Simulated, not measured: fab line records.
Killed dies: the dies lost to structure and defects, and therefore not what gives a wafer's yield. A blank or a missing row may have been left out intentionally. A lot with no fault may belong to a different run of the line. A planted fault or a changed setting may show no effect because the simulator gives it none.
Which tool did it? :: flow nand harc :: 14 lots, 42 wafers sampled, at 5 steps of a route of 1159

== WHAT THE GAUGES SHOWED, per wafer ==
NHARC_A_ONON_D1_THK_MEAS_11: measures by ellipsometry.
lot: L209
measured: day 7 06:04
on: film metro-02
thk nm (nm): 1015 1016 1015

lot: L211
measured: day 7 16:31
on: film metro-01
thk nm (nm): 1011 1012 1015

lot: L213
measured: day 8 10:15
on: film metro-02
thk nm (nm): 1014 1014 1015

lot: L214
measured: day 8 20:21
on: film metro-02
thk nm (nm): 1002 1003 1001

lot: L215
measured: day 9 03:34
on: film metro-01
thk nm (nm): 1005 1006 1007

lot: L216
measured: day 9 03:34
on: film metro-02
thk nm (nm): 982 982 982

lot: L218
measured: day 9 17:56
on: film metro-02
thk nm (nm): 996 996 995

lot: L217
measured: day 9 17:58
on: film metro-01
thk nm (nm): 1007 1007 1008

lot: L219
measured: day 9 23:48
on: film metro-02
thk nm (nm): 998 999 998

lot: L220
measured: day 11 02:05
on: film metro-01
thk nm (nm): 625 624 625

lot: L224
measured: day 11 05:55
on: film metro-02
thk nm (nm): 995 995 996

lot: L225
measured: day 11 22:19
on: film metro-01
thk nm (nm): 631 632 633

lot: L232
measured: day 12 22:12
on: film metro-01
thk nm (nm): 1010 1008 1008

lot: L230
measured: day 12 22:13
on: film metro-02
thk nm (nm): 980 980 980

NHARC_END_SORT_01.
lot: L220
measured: day 22 22:21
on: prober-02
killed at array: 676 676 675
killed at other: 0 0 0
killed at periphery: 1 1 2
killed dies: 677 677 677
killed open: 3 5 3
killed short: 1 0 3

lot: L225
measured: day 23 20:28
on: prober-01
killed at array: 670 670 676
killed at other: 0 0 0
killed at periphery: 7 7 1
killed dies: 677 677 677
killed open: 3 6 2
killed short: 4 4 3

== EACH LOT AND THE TOOL THAT RAN IT (in order: tool; ch and the chambers of the sampled wafers; start) ==
lot: L209
NHARC_A_ONON_D1_DEP_09: pecvd onon-01 ch 0, day 7 05:33
NHARC_A_CHANNEL_HOLE_D1_DEP_00: acl dep-02 ch 0, day 7 16:43
NHARC_A_CHANNEL_HOLE_D1_DEP_01: pecvd-01 ch 0,1, day 7 18:41

lot: L211
NHARC_A_ONON_D1_DEP_09: pecvd onon-04 ch 0, day 7 16:01
NHARC_A_CHANNEL_HOLE_D1_DEP_00: acl dep-01 ch 0, day 8 03:03
NHARC_A_CHANNEL_HOLE_D1_DEP_01: pecvd-01 ch 0,1, day 8 04:58

lot: L213
NHARC_A_ONON_D1_DEP_09: pecvd onon-03 ch 0, day 8 09:44
NHARC_A_CHANNEL_HOLE_D1_DEP_00: acl dep-03 ch 0, day 8 21:38
NHARC_A_CHANNEL_HOLE_D1_DEP_01: pecvd-01 ch 1,2, day 8 23:35

lot: L214
NHARC_A_ONON_D1_DEP_09: pecvd onon-01 ch 0, day 8 19:50
NHARC_A_CHANNEL_HOLE_D1_DEP_00: acl dep-01 ch 0, day 9 09:06
NHARC_A_CHANNEL_HOLE_D1_DEP_01: pecvd-02 ch 0,2, day 9 11:06

lot: L215
NHARC_A_ONON_D1_DEP_09: pecvd onon-01 ch 0, day 9 03:03
NHARC_A_CHANNEL_HOLE_D1_DEP_00: acl dep-02 ch 0, day 9 15:05
NHARC_A_CHANNEL_HOLE_D1_DEP_01: pecvd-03 ch 0,1, day 9 16:59

lot: L216
NHARC_A_ONON_D1_DEP_09: pecvd onon-04 ch 0, day 9 03:07
NHARC_A_CHANNEL_HOLE_D1_DEP_00: acl dep-03 ch 0, day 9 15:24
NHARC_A_CHANNEL_HOLE_D1_DEP_01: pecvd-01 ch 0,2, day 9 17:02

lot: L218
NHARC_A_ONON_D1_DEP_09: pecvd onon-04 ch 0, day 9 17:25
NHARC_A_CHANNEL_HOLE_D1_DEP_00: acl dep-01 ch 0, day 10 05:08
NHARC_A_CHANNEL_HOLE_D1_DEP_01: pecvd-03 ch 1,2, day 10 07:05

lot: L217
NHARC_A_ONON_D1_DEP_09: pecvd onon-01 ch 0, day 9 17:27
NHARC_A_CHANNEL_HOLE_D1_DEP_00: acl dep-02 ch 0, day 10 05:09
NHARC_A_CHANNEL_HOLE_D1_DEP_01: pecvd-01 ch 1,2, day 10 07:10

lot: L219
NHARC_A_ONON_D1_DEP_09: pecvd onon-01 ch 0, day 9 23:24
NHARC_A_CHANNEL_HOLE_D1_DEP_00: acl dep-01 ch 0, day 10 11:08
NHARC_A_CHANNEL_HOLE_D1_DEP_01: pecvd-02 ch 1,2, day 10 12:28

lot: L220
NHARC_A_ONON_D1_DEP_09: pecvd onon-01 ch 0, day 11 01:41
NHARC_A_CHANNEL_HOLE_D1_DEP_00: -
NHARC_A_CHANNEL_HOLE_D1_DEP_01: -

lot: L224
NHARC_A_ONON_D1_DEP_09: pecvd onon-03 ch 0, day 11 05:35
NHARC_A_CHANNEL_HOLE_D1_DEP_00: acl dep-02 ch 0, day 11 19:02
NHARC_A_CHANNEL_HOLE_D1_DEP_01: pecvd-01 ch 0,1,2, day 11 20:06

lot: L225
NHARC_A_ONON_D1_DEP_09: pecvd onon-01 ch 0, day 11 21:52
NHARC_A_CHANNEL_HOLE_D1_DEP_00: -
NHARC_A_CHANNEL_HOLE_D1_DEP_01: -

lot: L232
NHARC_A_ONON_D1_DEP_09: pecvd onon-04 ch 0, day 12 21:41
NHARC_A_CHANNEL_HOLE_D1_DEP_00: acl dep-02 ch 0, day 13 10:31
NHARC_A_CHANNEL_HOLE_D1_DEP_01: pecvd-02 ch 1,2, day 13 12:28

lot: L230
NHARC_A_ONON_D1_DEP_09: pecvd onon-03 ch 0, day 12 21:43
NHARC_A_CHANNEL_HOLE_D1_DEP_00: acl dep-02 ch 0, day 13 12:26
NHARC_A_CHANNEL_HOLE_D1_DEP_01: pecvd-02 ch 0,1, day 13 14:25
- NHARC_A_ONON_D1_DEP_09: target thk 1000 nm.
- NHARC_A_CHANNEL_HOLE_D1_DEP_00: deposits aC, target thk 3100 nm.
- NHARC_A_CHANNEL_HOLE_D1_DEP_01: deposits SiON, target thk 140 nm.

== AS READ BY THE TOOLS THEMSELVES (means over the sampled wafers that have a number; for cases with no such wafer, the mark the record gives instead) ==
NHARC_A_ONON_D1_DEP_09.
lot: L209
tool: pecvd onon-01
sih4 flow sccm (sccm): 210.1

lot: L211
tool: pecvd onon-04
sih4 flow sccm (sccm): 210.5

lot: L213
tool: pecvd onon-03
sih4 flow sccm (sccm): 209.6

lot: L214
tool: pecvd onon-01
sih4 flow sccm (sccm): 209.1

lot: L215
tool: pecvd onon-01
sih4 flow sccm (sccm): 209.6

lot: L216
tool: pecvd onon-04
sih4 flow sccm (sccm): 210.8

lot: L218
tool: pecvd onon-04
sih4 flow sccm (sccm): 209.9

lot: L217
tool: pecvd onon-01
sih4 flow sccm (sccm): 210.0

lot: L219
tool: pecvd onon-01
sih4 flow sccm (sccm): 210.8

lot: L220
tool: pecvd onon-01
sih4 flow sccm (sccm): 209.5

lot: L224
tool: pecvd onon-03
sih4 flow sccm (sccm): 209.8

lot: L225
tool: pecvd onon-01
sih4 flow sccm (sccm): 210.1

lot: L232
tool: pecvd onon-04
sih4 flow sccm (sccm): 209.9

lot: L230
tool: pecvd onon-03
sih4 flow sccm (sccm): 209.9

NHARC_A_CHANNEL_HOLE_D1_DEP_00.
lot: L209
tool: acl dep-02
throttle valve pct (%): 34.998

lot: L211
tool: acl dep-01
throttle valve pct (%): 34.993

lot: L213
tool: acl dep-03
throttle valve pct (%): 35.006

lot: L214
tool: acl dep-01
throttle valve pct (%): 35.006

lot: L215
tool: acl dep-02
throttle valve pct (%): 34.997

lot: L216
tool: acl dep-03
throttle valve pct (%): 35.005

lot: L218
tool: acl dep-01
throttle valve pct (%): 34.986

lot: L217
tool: acl dep-02
throttle valve pct (%): 34.997

lot: L219
tool: acl dep-01
throttle valve pct (%): 34.998

lot: L224
tool: acl dep-02
throttle valve pct (%): 35.002

lot: L232
tool: acl dep-02
throttle valve pct (%): 34.998

lot: L230
tool: acl dep-02
throttle valve pct (%): 34.998

NHARC_A_CHANNEL_HOLE_D1_DEP_01.
lot: L209
tool: pecvd-01
heater power w (W): 745

lot: L211
tool: pecvd-01
heater power w (W): 819

lot: L213
tool: pecvd-01
heater power w (W): 736

lot: L214
tool: pecvd-02
heater power w (W): 671

lot: L215
tool: pecvd-03
heater power w (W): 793

lot: L216
tool: pecvd-01
heater power w (W): 736

lot: L218
tool: pecvd-03
heater power w (W): 750

lot: L217
tool: pecvd-01
heater power w (W): 679

lot: L219
tool: pecvd-02
heater power w (W): 798

lot: L224
tool: pecvd-01
heater power w (W): 717

lot: L232
tool: pecvd-02
heater power w (W): 746

lot: L230
tool: pecvd-02
heater power w (W): 668

== THE ANSWER, worked out from the rows above alone ==
Rule: what is usual is taken from the lots themselves. The widest of any qualifying gaps counts: lots, ordered by their means at a reading, are off when they make up no more than a third of the lots, leave a main group of 4 or more, and stand apart from it by 3 or more times the standard deviation of that group's means. Not used: any main group whose means are identical at the precision the tables above print for the reading. A lot without any number at a reading at which 4 lots or more have one is off too. The other lots that the step has rows for count as sound. After the gauges, taken in route order, come the tools' own readings; for these a lot's mean is taken, as printed above. The first step at which some lot is off is used, and at that step the reading that is off furthest; a lot without a number counts as furthest.
Off at NHARC_A_ONON_D1_THK_MEAS_11 (thk nm): L220, L225. Mean 1001 nm and standard deviation 11 in the main group.
If a tool, at a process step before that reading, ran all the lots that are off and no sound lot after the first of them, it fits. Those tools and the gauges at NHARC_A_ONON_D1_THK_MEAS_11 are tried in the same way. One fits: pecvd onon-01 at NHARC_A_ONON_D1_DEP_09. A fault onset in the window from L219 (day 9 23:24, its last sound lot) to L220 (day 11 01:41, its first lot off) fits.

== WHAT THE SIMULATOR HAD PUT IN ==
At NHARC_A_ONON_D1_DEP_09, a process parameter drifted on pecvd onon-01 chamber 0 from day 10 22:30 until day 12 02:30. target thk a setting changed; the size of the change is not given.
Shown lots that were struck: L220, L225. The rule above reached the same finding.
